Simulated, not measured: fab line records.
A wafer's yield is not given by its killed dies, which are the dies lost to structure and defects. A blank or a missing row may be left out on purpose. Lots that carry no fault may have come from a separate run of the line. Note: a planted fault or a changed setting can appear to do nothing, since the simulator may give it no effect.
Comparing a struck lot with a sound one | flow n5 finfet | 17 steps out of a route of 1938
Sound: wafers L413.1, L413.4, L413.5. Struck: wafer L406.4; the same lot's L406.2 was not struck, so it is left out; see the end for the cause.
Each step with rows lists, per side, the tool, then ch with its chambers, then its first start. Under that, the readings that differ: sound wafers | struck wafers | difference of the means | sigmas: that difference in standard deviations of wafers without a fault.
alike: readings with means less than 2 such deviations apart, plus words and numbers identical on both sides. not compared: withheld readings, readings lacking a value on some wafer, bounds such as >300 that could conceal the same value, and numbers that have no deviation in the record and whose values overlap.
The two part at a step that has a row with sigmas, a row that says differs or no value, or rows on one side only. Numbers that don't overlap but have no deviation are shown without sigmas and don't part them. A reading that every wafer of one side lacks parts them only if that side has two wafers or more.

first, 4 steps without rows for these wafers: N5_HKMG_FIN_SOFTBAKE_07 (time 60 s); N5_HKMG_FIN_EXPOSE_09 (exposes mask NWFM); N5_HKMG_FIN_PEB_10 (peb time 60 s); N5_HKMG_FIN_DEVELOP_11 (develop time 30 s).
N5_HKMG_FIN_CD_MEAS_12: target cd 92.8 nm.
  sound on cd sem-02 ch 0, day 8 02:26; struck on cd sem-03 ch 0, day 6 09:55
  alike: cd nm
N5_HKMG_FIN_OVL_MEAS_13:
  sound on overlay-01 ch 0, day 8 02:28; struck on overlay-01 ch 0, day 6 09:57
  alike: NWFM_OVL
N5_HKMG_FIN_INSPECT_14: inspects for defects (macro).
  struck on defect inspect-02, day 6 09:59; sound on defect inspect-01, day 8 02:30
  alike: raw defect count
N5_HKMG_FIN_DESCUM_17: chemistry O2, time 7.9 s.
  sound on rie diel-01 ch 0,1,2, day 8 02:32; struck on rie diel-02 ch 1, day 6 10:01
  alike: drypump motor current A, oes product au, rf vpp V, showerhead plenum p Torr, throttle valve pct
  not compared: rf hours counter h
N5_HKMG_FIN_ETCH_31: etches SiARC in CF4, target depth 45.5 nm, time 75.8 s.
  sound on rie diel-01 ch 0,1,2, day 8 02:34; struck on rie diel-02 ch 1, day 6 10:03
  reading      | sound             | struck | difference | sigmas
  rf vpp V (V) | 185.0 184.5 185.3 | 181.6  | -3.3       | -3
  alike: drypump motor current A, etch rf on time s, oes product au, showerhead plenum p Torr, throttle valve pct
  not compared: rf hours counter h
N5_HKMG_FIN_ETCH_32: etches SOC in N2/H2, target depth 240 nm, time 300 s.
  sound on rie diel-01 ch 0,1,2, day 8 02:37; struck on rie diel-02 ch 1, day 6 10:06
  alike: drypump motor current A, oes product au, rf vpp V, run length s, showerhead plenum p Torr, throttle valve pct
  not compared: rf hours counter h
then, 1 step without rows for these wafers: N5_HKMG_FIN_STRIP_33 (strips in N2/H2).
N5_HKMG_FIN_STRIP_34: strips in CF4.
  sound on rie diel-01 ch 0,1,2, day 8 02:49; struck on rie diel-02 ch 1, day 6 10:17
  alike: drypump motor current A, oes product au, rf vpp V, showerhead plenum p Torr, throttle valve pct
  not compared: rf hours counter h
N5_HKMG_FIN_ETCH_35: etches SOC in N2/H2, target depth 215.8 nm, time 243.4 s.
  sound on rie diel-01 ch 0,1,2, day 8 02:50; struck on rie diel-02 ch 1, day 6 10:19
  reading                                   | sound             | struck | difference | sigmas
  run length s (s)                          | 267.5 267.3 266.4 | 278.5  | +11.4      | +21
  model.HKMG_FIN.feature depth nm (nm)      | 221.8 219 207.8   | 232.6  | +16.4      |
  model.SOC_of_HKMG_FIN_COAT_29.thk nm (nm) | 78.2 82.4 93.2    | 67.2   | -17.4      |
  model.etch.depth nm (nm)                  | 221.7 219 207.7   | 232.5  | +16.4      |
  alike: drypump motor current A, oes product au, rf vpp V, showerhead plenum p Torr, throttle valve pct
  not compared: rf hours counter h
N5_HKMG_FIN_STRIP_92: strips SOC in N2/H2, time 20 s.
  sound on rie diel-01 ch 0,1,2, day 8 13:50; struck on rie diel-02 ch 1, day 6 10:28
  reading                                   | sound          | struck | difference | sigmas
  rf vpp V (V)                              | 54.9 54.5 55.3 | 53.1   | -1.8       | -2
  model.SOC_of_HKMG_FIN_COAT_29.thk nm (nm) | 68 72 83.6     | 56.8   | -17.7      |
  alike: drypump motor current A, oes product au, showerhead plenum p Torr, throttle valve pct
  not compared: rf hours counter h
then, 1 step without rows for these wafers: N5_HKMG_FIN_WET_ETCH_18 (etches TiN in SC1, time 55 s, target depth 5.2 nm, rinse time 30 s).
-- a jump in the record: the struck wafers' starts before and after are 4 days apart (it breaks off in module HKMG_FIN and resumes in module BEOL_M4, where the first step shown is number 1111 of the route) --
N5_BEOL_M4_RC_MEAS_101:
  sound on prober-02 ch 0, day 12 10:40; struck on prober-02 ch 0, day 10 21:28
  reading       | sound          | struck | difference | sigmas
  SS_N (mV/dec) | 71.8 71.6 71.7 | 70.4   | -1.3       | -2
  alike: DIBL_N, DIBL_P, IOFF_N, IOFF_P, ION_N, ION_P, SS_P, VT_N, VT_P
then, 1 step without rows for these wafers: N5_PASSIVATION_PROBE_49.

WHERE THEY PART
Earliest at N5_HKMG_FIN_ETCH_31; latest, in this record, at N5_BEOL_M4_RC_MEAS_101.

WHY: the cause the simulator had injected
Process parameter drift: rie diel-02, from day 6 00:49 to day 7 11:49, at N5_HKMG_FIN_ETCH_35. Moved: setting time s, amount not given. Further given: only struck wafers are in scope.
